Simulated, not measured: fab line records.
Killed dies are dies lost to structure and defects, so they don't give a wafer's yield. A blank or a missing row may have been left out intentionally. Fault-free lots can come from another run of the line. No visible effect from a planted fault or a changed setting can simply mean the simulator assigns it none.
fab line records ; flow n5-finfet
record lots=7; wafers=19; last-day=17
route steps=1938 shown BEOL_M6@1224
lots that met no fault: from a run of the same line without faults
start-h: start of the lot's first displayed wafer, in hours after the record's first day ; wait-h: hours elapsed since this lot's preceding step ; " same as the row above ; L1.1+2: a row that stands for several wafers ; - value missing, or start not given ; * or withheld: withheld ; < > ~ a bound
route shown NAME@n: a module of which the file shows steps, and the number in the route of the first ; usual: mean/standard deviation of fault-free wafers ; same: alike in all rows ; chamber/n: place in a boat ; sites: readings site by site ; _std_site: standard deviation across them ; _edge_site: mean of outer sites minus mean of inner sites ; radius-mm: how far each site lies from the wafer's centre ; mask NAME#n: copy n ; behind: the last tool/chamber to shape the wafer ; hold: what put the lot on hold/how long, in hours/how the hold closed ; device: names the non-switching transistor (n, p or np) ; end of line: at the end of the route, the tests of the same wafers ; a step given without rows: its recipe and nothing more ; killed: dies that structure and defects cost at the first sort, which is not the same as the wafer's yield ; map: dies across one wafer; x = killed, . = not, _ = none there
set.NAME: the setting that was run; set.NAME@STEP: the one run at that earlier step ; model.NAME: the simulator's own value behind a step, which no gauge read
lots at some steps of the route; a table a step, a row a wafer
services: the hour from which a tool's chamber was out of use, counted from the record's first day as start-h (under 0 if before that day), plus the number of hours and why
## steps
# step N5_BEOL_M6_EXPOSE_25
# recipe mask-id=V5; na=0.33; source-shape=annular; sigma-inner=0.4; sigma-outer=0.8; polarization=unpolarized; target-cd-nm=40; dose-mj=45
# step N5_BEOL_M6_PEB_26
# recipe peb-temp-c=100; peb-time-s=60; resist=CAR-EUV
# step N5_BEOL_M6_DEVELOP_27
# recipe develop-time-s=30; developer=TMAH; resist=CAR-EUV; rinse-liquid=surfactant-rinse; dry=air-spin; dev-temp-c=23
# step N5_BEOL_M6_CD_MEAS_28
# recipe target-cd-nm=40; landing-energy-ev=500; detector=se-inlens
# usual cd-nm=39.98/0.25
lot.wafer;tool;chamber;start-h;wait-h;cd-nm
L769.1;cd-sem-01;0;239.97;-;39.60
L769.4;cd-sem-01;0;239.97;-;39.45
L769.6;cd-sem-01;0;239.97;-;40.00
L770.3;cd-sem-01;0;244.74;-;40.22
L770.5;cd-sem-01;0;244.74;-;39.66
L770.6;cd-sem-01;0;244.74;-;39.62
L780.1;cd-sem-01;0;300.96;-;39.99
L780.5;cd-sem-01;0;300.96;-;39.93
L780.6;cd-sem-01;0;300.96;-;39.64
L781.4;cd-sem-03;0;310.20;-;40.12
L781.5;cd-sem-03;0;310.20;-;39.93
L782.3;cd-sem-03;0;318.30;-;39.82
L782.4;cd-sem-03;0;318.30;-;40.16
L783.2;cd-sem-02;0;322.89;-;40.54
L783.3;cd-sem-02;0;322.89;-;40.72
L783.4;cd-sem-02;0;322.89;-;40.28
L785.1;cd-sem-03;0;330.90;-;40.25
L785.3;cd-sem-03;0;330.90;-;39.76
L785.4;cd-sem-03;0;330.90;-;40.12
# step N5_BEOL_M6_OVL_MEAS_29
# recipe points-per-wafer=522
# usual V5_OVL=0.0/0.77
lot.wafer;tool;chamber;start-h;wait-h;V5_OVL[nm]
L769.1;overlay-01;0;240.00;0.0;-1.1
L769.4;overlay-01;0;240.00;0.0;-0.6
L769.6;overlay-01;0;240.00;0.0;-0.6
L770.3;overlay-02;0;244.78;0.0;-0.1
L770.5;overlay-02;0;244.78;0.0;0.1
L770.6;overlay-02;0;244.78;0.0;1.2
L780.1;overlay-02;0;300.99;0.0;-1.6
L780.5;overlay-02;0;300.99;0.0;-0.9
L780.6;overlay-02;0;300.99;0.0;-0.9
L781.4;overlay-01;0;310.24;0.0;1.6
L781.5;overlay-01;0;310.24;0.0;0.4
L782.3;overlay-01;0;318.34;0.0;0.5
L782.4;overlay-01;0;318.34;0.0;0.0
L783.2;overlay-01;0;322.92;0.0;-0.3
L783.3;overlay-01;0;322.92;0.0;0.6
L783.4;overlay-01;0;322.92;0.0;-0.5
L785.1;overlay-01;0;330.93;0.0;-0.6
L785.3;overlay-01;0;330.93;0.0;-0.4
L785.4;overlay-01;0;330.93;0.0;-0.6
# step N5_BEOL_M6_INSPECT_30
# recipe mode=adi; inspect-instrument=brightfield
# usual raw-defect-count=399/87
lot.wafer;tool;chamber;start-h;wait-h;raw-defect-count
L769.1;defect-inspect-02;-;240.06;0.1;467
L769.4;defect-inspect-02;-;240.06;0.1;348
L769.6;defect-inspect-02;-;240.06;0.1;480
L770.3;defect-inspect-02;-;244.83;0.0;291
L770.5;defect-inspect-02;-;244.83;0.0;521
L770.6;defect-inspect-02;-;244.83;0.0;372
L780.1;defect-inspect-01;-;301.05;0.1;326
L780.5;defect-inspect-01;-;301.05;0.1;370
L780.6;defect-inspect-01;-;301.05;0.1;497
L781.4;defect-inspect-02;-;310.29;0.0;315
L781.5;defect-inspect-02;-;310.29;0.0;543
L782.3;defect-inspect-01;-;318.39;0.0;441
L782.4;defect-inspect-01;-;318.39;0.0;364
L783.2;defect-inspect-01;-;322.97;0.0;341
L783.3;defect-inspect-01;-;322.97;0.0;407
L783.4;defect-inspect-01;-;322.97;0.0;442
L785.1;defect-inspect-02;-;330.99;0.1;545
L785.3;defect-inspect-02;-;330.99;0.1;314
L785.4;defect-inspect-02;-;330.99;0.1;388
# step N5_BEOL_M6_DESCUM_33
# recipe chemistry=O2; time-s=7; source-power-w=50; bias-power-w=20; pressure-mtorr=20; rf-frequency-hz=2.712e+07; temp-c=40; resist=CAR-EUV; o2-flow-sccm=225
# usual bias-power-w=20.00/0.056; drypump-motor-current-A=6.0/0.51; o2-flow-sccm=224.9/0.77; oes-product-au=0.78/0.071; rf-vpp-V=244.0/1.2; showerhead-plenum-p-Torr=2.14/0.057; throttle-valve-pct=20.43/0.18
lot.wafer;tool;chamber;start-h;wait-h;bias-power-w;drypump-motor-current-A;o2-flow-sccm;oes-product-au;rf-hours-counter-h;rf-vpp-V;showerhead-plenum-p-Torr;throttle-valve-pct
L769.1;rie-diel-03;1;240.10;0.0;20.02;6.7;225.6;0.71;197;244.7;2.16;20.12
L769.4;rie-diel-03;0;240.10;0.0;20.01;6.4;223.8;0.89;26;243.4;2.14;20.22
L769.6;rie-diel-03;1;240.10;0.0;20.07;6.7;225.8;0.72;-;244.2;2.16;20.14
L770.3;rie-diel-02;2;244.87;0.0;20.06;6.0;224.7;0.90;13;245.6;2.23;20.36
L770.5;rie-diel-02;1;244.87;0.0;19.98;5.0;225.1;0.84;-;241.5;2.04;20.38
L770.6;rie-diel-02;0;244.87;0.0;19.92;6.2;225.8;0.70;-;243.1;2.16;20.46
L780.1;rie-diel-05;0;301.08;0.0;20.01;5.6;224.1;0.71;173;243.6;2.17;20.58
L780.5;rie-diel-05;1;301.08;0.0;20.07;4.9;225.6;0.82;-;242.4;2.04;20.37
L780.6;rie-diel-05;0;301.08;0.0;19.95;5.7;224.2;0.71;-;246.6;2.17;20.59
L781.4;rie-diel-03;0;310.37;0.1;20.05;6.4;224.7;0.85;52;243.0;2.13;20.24
L781.5;rie-diel-03;1;310.37;0.1;19.94;6.7;225.0;0.70;-;243.7;2.15;20.17
L782.3;rie-diel-03;3;318.42;0.0;19.97;6.2;225.4;0.71;211;242.3;2.07;20.57
L782.4;rie-diel-03;0;318.42;0.0;20.05;6.4;224.1;0.84;54;244.1;2.13;20.27
L783.2;rie-diel-03;3;323.04;0.1;20.05;6.1;224.1;0.71;213;242.6;2.07;20.57
L783.3;rie-diel-03;1;323.04;0.1;20.12;6.7;225.8;0.70;223;243.8;2.15;20.16
L783.4;rie-diel-03;2;323.04;0.1;20.08;5.8;224.5;0.81;87;245.5;2.20;20.68
L785.1;rie-diel-02;2;331.09;0.1;19.92;6.1;225.0;0.87;42;244.4;2.22;20.41
L785.3;rie-diel-02;3;331.09;0.1;19.99;5.8;225.6;0.78;144;243.9;2.18;20.61
L785.4;rie-diel-02;0;331.09;0.1;19.97;6.2;224.9;0.69;233;243.1;2.15;20.48
# step N5_BEOL_M6_ETCH_72
# recipe chemistry=N2/H2; target=underlayer; target-depth-a=65; mask-material=CAR-EUV; time-s=5.2; ion-energy-ev=200; pressure-mtorr=30; source-w=840; bias-w=150; n2-flow-sccm=200; h2-flow-sccm=200; ends=cleared
# usual drypump-motor-current-A=6.0/0.52; etch-rf-on-time-s=5.22/0.071; oes-product-au=0.66/0.057; rf-vpp-V=525.5/2.3; showerhead-plenum-p-Torr=2.60/0.075; throttle-valve-pct=17.86/0.23
lot.wafer;tool;chamber;start-h;wait-h;drypump-motor-current-A;etch-rf-on-time-s;oes-product-au;rf-hours-counter-h;rf-vpp-V;showerhead-plenum-p-Torr;throttle-valve-pct
L769.1;rie-diel-03;1;240.13;0.0;6.7;5.25;0.61;197;528.1;2.63;17.57
L769.4;rie-diel-03;0;240.13;0.0;6.4;5.23;0.75;26;525.3;2.59;17.59
L769.6;rie-diel-03;1;240.13;0.0;6.7;5.28;0.61;-;526.2;2.63;17.57
L770.3;rie-diel-02;2;244.91;0.0;6.1;5.32;0.78;13;528.7;2.71;17.76
L770.5;rie-diel-02;1;244.91;0.0;5.0;5.30;0.72;-;521.9;2.49;17.87
L770.6;rie-diel-02;0;244.91;0.0;6.1;5.24;0.60;-;524.2;2.62;17.86
L780.1;rie-diel-05;0;301.12;0.0;5.7;5.14;0.61;173;529.8;2.65;18.18
L780.5;rie-diel-05;1;301.12;0.0;4.9;5.26;0.70;-;522.3;2.45;17.57
L780.6;rie-diel-05;0;301.12;0.0;5.7;5.16;0.61;-;526.7;2.65;18.16
L781.4;rie-diel-03;0;310.40;0.0;6.4;5.20;0.71;52;524.4;2.58;17.60
L781.5;rie-diel-03;1;310.40;0.0;6.7;5.30;0.60;-;525.1;2.62;17.58
L782.3;rie-diel-03;3;318.46;0.0;6.2;5.16;0.61;211;522.8;2.51;17.96
L782.4;rie-diel-03;0;318.46;0.0;6.4;5.22;0.72;54;526.2;2.58;17.61
L783.2;rie-diel-03;3;323.08;0.0;6.1;5.21;0.62;213;523.3;2.51;17.95
L783.3;rie-diel-03;1;323.08;0.0;6.7;5.34;0.60;223;526.8;2.62;17.59
L783.4;rie-diel-03;2;323.08;0.0;5.8;5.28;0.67;87;527.9;2.68;18.15
L785.1;rie-diel-02;2;331.13;0.0;6.0;5.23;0.74;42;530.2;2.70;17.82
L785.3;rie-diel-02;3;331.13;0.0;5.8;5.10;0.66;144;526.7;2.65;18.10
L785.4;rie-diel-02;0;331.13;0.0;6.2;5.26;0.58;233;527.1;2.61;17.95
# step N5_BEOL_M6_ETCH_65
# recipe chemistry=CF4; target=SiARC; target-depth-a=156; mask-material=CAR-EUV; time-s=26; ion-energy-ev=80; pressure-mtorr=40; source-w=545; bias-w=36; Ar_flow_sccm=100; cf4-flow-sccm=100; ends=cleared
# usual drypump-motor-current-A=6.0/0.51; etch-rf-on-time-s=26.1/0.34; oes-product-au=0.66/0.058; rf-vpp-V=184.6/1.2; showerhead-plenum-p-Torr=2.19/0.059; throttle-valve-pct=15.61/0.19
lot.wafer;tool;chamber;start-h;wait-h;drypump-motor-current-A;etch-rf-on-time-s;oes-product-au;rf-hours-counter-h;rf-vpp-V;showerhead-plenum-p-Torr;throttle-valve-pct
L769.1;rie-diel-03;1;240.15;0.0;6.7;26.4;0.62;197;185.3;2.20;15.38
L769.4;rie-diel-03;0;240.15;0.0;6.4;25.9;0.76;26;184.5;2.18;15.31
L769.6;rie-diel-03;1;240.15;0.0;6.7;26.5;0.62;-;184.0;2.21;15.38
L770.3;rie-diel-02;2;244.92;0.0;6.1;26.1;0.79;13;186.1;2.27;15.53
L770.5;rie-diel-02;1;244.92;0.0;5.0;26.1;0.73;-;182.3;2.09;15.49
L770.6;rie-diel-02;0;244.92;0.0;6.1;26.3;0.61;-;184.8;2.22;15.73
L780.1;rie-diel-05;0;301.13;0.0;5.7;25.8;0.61;173;184.3;2.22;15.81
L780.5;rie-diel-05;1;301.13;0.0;4.9;26.1;0.70;-;183.2;2.08;15.43
L780.6;rie-diel-05;0;301.13;0.0;5.7;25.9;0.60;-;184.4;2.22;15.81
L781.4;rie-diel-03;0;310.42;0.0;6.4;26.2;0.71;52;185.0;2.18;15.36
L781.5;rie-diel-03;1;310.42;0.0;6.7;26.6;0.60;-;185.5;2.20;15.44
L782.3;rie-diel-03;3;318.47;0.0;6.1;25.5;0.62;211;183.2;2.12;15.79
L782.4;rie-diel-03;0;318.47;0.0;6.4;26.2;0.72;54;184.7;2.18;15.38
L783.2;rie-diel-03;3;323.09;0.0;6.1;25.6;0.62;213;183.7;2.12;15.78
L783.3;rie-diel-03;1;323.09;0.0;6.7;26.5;0.60;223;185.4;2.20;15.44
L783.4;rie-diel-03;2;323.09;0.0;5.8;26.0;0.69;87;184.8;2.25;15.77
L785.1;rie-diel-02;2;331.15;0.0;6.1;26.3;0.73;42;184.7;2.26;15.56
L785.3;rie-diel-02;3;331.15;0.0;5.8;25.8;0.67;144;184.8;2.23;15.82
L785.4;rie-diel-02;0;331.15;0.0;6.2;26.5;0.59;233;185.8;2.21;15.78
# step N5_BEOL_M6_ETCH_66
# recipe chemistry=N2/H2; target=SOC; target-depth-a=800; overetch-a=160; mask-material=SiARC; temp-c=40; time-s=120; ion-energy-ev=200; pressure-mtorr=30; source-w=840; bias-w=150; n2-flow-sccm=200; h2-flow-sccm=200
# usual drypump-motor-current-A=6.0/0.52; oes-product-au=0.60/0.051; rf-vpp-V=525.5/2.1; run-length-s=143.6/0.36; showerhead-plenum-p-Torr=2.60/0.075; throttle-valve-pct=17.82/0.23
lot.wafer;tool;chamber;start-h;wait-h;drypump-motor-current-A;oes-product-au;rf-hours-counter-h;rf-vpp-V;run-length-s;showerhead-plenum-p-Torr;throttle-valve-pct
L769.1;rie-diel-03;1;240.18;0.0;6.7;0.55;197;525.1;143.3;2.63;17.52
L769.4;rie-diel-03;0;240.18;0.0;6.4;0.68;26;526.2;143.2;2.59;17.54
L769.6;rie-diel-03;1;240.18;0.0;6.7;0.56;-;527.1;143.5;2.63;17.52
L770.3;rie-diel-02;2;244.95;0.0;6.1;0.70;13;529.9;143.0;2.71;17.69
L770.5;rie-diel-02;1;244.95;0.0;5.0;0.65;-;521.0;143.4;2.49;17.84
L770.6;rie-diel-02;0;244.95;0.0;6.2;0.55;-;525.7;144.2;2.62;17.85
L780.1;rie-diel-05;0;301.16;0.0;5.7;0.55;173;527.0;143.5;2.65;18.13
L780.5;rie-diel-05;1;301.16;0.0;4.9;0.62;-;523.4;143.9;2.45;17.54
L780.6;rie-diel-05;0;301.16;0.0;5.7;0.54;-;526.6;143.8;2.65;18.13
L781.4;rie-diel-03;0;310.45;0.0;6.5;0.65;52;524.8;142.9;2.58;17.60
L781.5;rie-diel-03;1;310.45;0.0;6.7;0.55;-;526.5;143.1;2.62;17.57
L782.3;rie-diel-03;3;318.50;0.0;6.1;0.54;211;523.9;143.3;2.51;17.93
L782.4;rie-diel-03;0;318.50;0.0;6.4;0.64;54;525.1;142.9;2.58;17.58
L783.2;rie-diel-03;3;323.12;0.0;6.1;0.54;213;524.0;143.4;2.51;17.92
L783.3;rie-diel-03;1;323.12;0.0;6.7;0.54;223;526.4;143.4;2.62;17.57
L783.4;rie-diel-03;2;323.12;0.0;5.8;0.62;87;527.3;144.2;2.68;18.11
L785.1;rie-diel-02;2;331.17;0.0;6.0;0.66;42;528.1;142.9;2.70;17.75
L785.3;rie-diel-02;3;331.17;0.0;5.8;0.60;144;526.4;143.8;2.65;18.08
L785.4;rie-diel-02;0;331.17;0.0;6.1;0.53;233;525.1;143.8;2.61;17.89
# step N5_BEOL_M6_STRIP_69
# recipe chemistry=N2/H2; temp-c=40; n2-flow-sccm=200; h2-flow-sccm=200; rf-frequency-hz=6e+07
# step N5_BEOL_M6_STRIP_73
# recipe chemistry=N2/H2; temp-c=40; n2-flow-sccm=200; h2-flow-sccm=200; rf-frequency-hz=6e+07
# step N5_BEOL_M6_VIA_ETCH_34
# recipe chemistry=C4F6/O2; target=SiCOH_lowk; target-depth-a=1263; mask-material=SOC; taper-deg=4; time-s=50.9; ion-energy-ev=250; pressure-mtorr=30; source-w=345; bias-w=185; Ar_flow_sccm=300; C4F6_flow_sccm=10; O2_flow_sccm=10
# usual drypump-motor-current-A=6.0/0.51; oes-product-au=0.78/0.069; rf-vpp-V=669/7.6; run-length-s=74.5/0.38; showerhead-plenum-p-Torr=2.91/0.079; throttle-valve-pct=20.89/0.2
lot.wafer;tool;chamber;start-h;wait-h;drypump-motor-current-A;oes-product-au;rf-hours-counter-h;rf-vpp-V;run-length-s;showerhead-plenum-p-Torr;throttle-valve-pct;model.etch.depth-nm;model.SOC_of_BEOL_M6_COAT_63.thk-nm
L769.1;rie-diel-03;1;240.28;0.0;6.7;0.71;197;672;74.0;2.94;20.58;122.5;54.6
L769.4;rie-diel-03;0;240.28;0.0;6.4;0.88;26;676;74.3;2.90;20.61;124.9;54.2
L769.6;rie-diel-03;1;240.28;0.0;6.7;0.72;-;672;74.5;2.94;20.59;122.4;54.4
L770.3;rie-diel-02;2;245.05;0.0;6.1;0.92;13;676;73.9;3.03;20.90;126.3;54
L770.5;rie-diel-02;1;245.05;0.0;5.0;0.84;-;660;74.6;2.77;20.77;124.6;53.8
L770.6;rie-diel-02;0;245.05;0.0;6.2;0.70;-;681;74.5;2.95;20.98;124.3;54.2
L780.1;rie-diel-05;0;301.26;0.0;5.7;0.71;173;670;74.4;2.95;21.08;125.2;54
L780.5;rie-diel-05;1;301.26;0.0;4.9;0.82;-;661;74.8;2.77;20.75;125;53.8
L780.6;rie-diel-05;0;301.26;0.0;5.7;0.71;-;672;74.4;2.95;21.08;125.8;53.8
L781.4;rie-diel-03;0;310.55;0.0;6.4;0.84;52;676;74.0;2.89;20.66;124.4;54
L781.5;rie-diel-03;1;310.55;0.0;6.7;0.70;-;672;77.5;2.93;20.61;129.1;53.8
L782.3;rie-diel-03;3;318.60;0.0;6.1;0.72;211;655;77.4;2.82;21.00;133.7;53.6
L782.4;rie-diel-03;0;318.60;0.0;6.4;0.83;54;677;74.1;2.89;20.64;123.9;54
L783.2;rie-diel-03;3;323.22;0.0;6.1;0.72;213;656;74.1;2.81;21.02;125.7;53.6
L783.3;rie-diel-03;1;323.22;0.0;6.7;0.69;223;673;77.7;2.92;20.62;130.3;53.6
L783.4;rie-diel-03;2;323.22;0.0;5.8;0.79;87;666;74.7;2.99;21.10;126;53.8
L785.1;rie-diel-02;2;331.27;0.0;6.1;0.86;42;675;73.8;3.02;20.94;127.1;54
L785.3;rie-diel-02;3;331.27;0.0;5.8;0.78;144;676;74.7;2.97;21.14;128.1;54.4
L785.4;rie-diel-02;0;331.27;0.0;6.2;0.70;233;681;74.6;2.94;21.04;126.2;54.2
# step N5_BEOL_M6_STRIP_76
# recipe chemistry=C4F6/O2; resist=SiARC; rf-frequency-hz=6e+07
## services
tool;chamber;start-h;hours;kind
rie-diel-03;1;222.81;2.7;repair
rie-diel-02;0;236.29;1.6;repair
rie-diel-05;2;248.47;1.5;repair
rie-diel-05;2;250.18;-;clean
rie-diel-05;2;250.18;-;consumable-replace:focus-ring
rie-diel-05;2;250.18;13.4;scheduled-down
rie-diel-05;2;250.18;13.4;vent-cycle
rie-diel-03;0;253.76;5.9;repair
rie-diel-05;1;276.26;3.2;repair
rie-diel-05;-;322.76;14.6;pm
## key
first-sign step=N5_BEOL_M6_VIA_ETCH_34; reading=run-length-s; direction=up; sigmas=8; usual=*; struck=*
effect none on later readings
model-effect step=N5_BEOL_M6_VIA_ETCH_34; value=etch.depth-nm; without=122.9; struck=131
met-at N5_BEOL_M6_VIA_ETCH_34
struck-wafers L781.5,L782.3,L783.3
onset-between 240.28 310.55
fault kind=process-parameter-drift; tool=rie-diel-03; chamber=-; onset-h=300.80; steps=N5_BEOL_M6_VIA_ETCH_34; channel=time-s; offset=*; shape=step; end-h=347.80; scope=struck-wafers-only; acts-in=*; stated=*
